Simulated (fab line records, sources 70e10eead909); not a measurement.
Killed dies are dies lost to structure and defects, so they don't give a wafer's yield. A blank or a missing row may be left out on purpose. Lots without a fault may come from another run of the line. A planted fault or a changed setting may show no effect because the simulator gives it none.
Chamber matching | flow nand_harc | NHARC_P_M1_PRE_CLEAN_32 on pecvd-01: 3 sister chambers
The step time 12 s. 3 wafers are shown with their chamber, then 8 later ones without.

WAFERS WITH THEIR CHAMBER
wafer  | chamber | heater_power_w (W)
L091.1 | 1       | 658
L091.2 | 2       | 589
L091.4 | 0       | 674

WAFERS WITHOUT THEIR CHAMBER
wafer  | heater_power_w (W)
L091.5 | 601
L091.6 | 659
L093.1 | 704
L093.2 | 697
L093.3 | 493
L093.4 | 504
L093.5 | 689
L093.6 | 687

WHICH CHAMBER EACH WENT THROUGH
wafer  | from the rows above          | in truth
L091.5 | can't be placed: 2 or 1 or 0 | 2
L091.6 | can't be placed: 1 or 0 or 2 | 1
L093.1 | can't be placed: 0 or 1 or 2 | 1
L093.2 | can't be placed: 0 or 1 or 2 | 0
L093.3 | can't be placed: 2 or 1 or 0 | 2
L093.4 | can't be placed: 2 or 1 or 0 | 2
L093.5 | can't be placed: 0 or 1 or 2 | 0
L093.6 | can't be placed: 0 or 1 or 2 | 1
Placed correctly: 0 of 8. Can't be placed from these rows: 8 (the true chamber is among the candidates in 8). Placed wrongly: 0.
How it was worked out, from the rows above alone: a wafer's distance from a chamber is the root of the sum, over the readings, of the square of ((its reading less the chamber's mean) divided by the reading's scatter). The wafer belongs to the nearest chamber; if the next one is less than 2 further off, it can't be placed. A chamber's mean is the mean of its shown wafers. The scatter: with one shown wafer a chamber, the root of the mean of the squares of how far each hidden wafer lies from its nearest shown one.
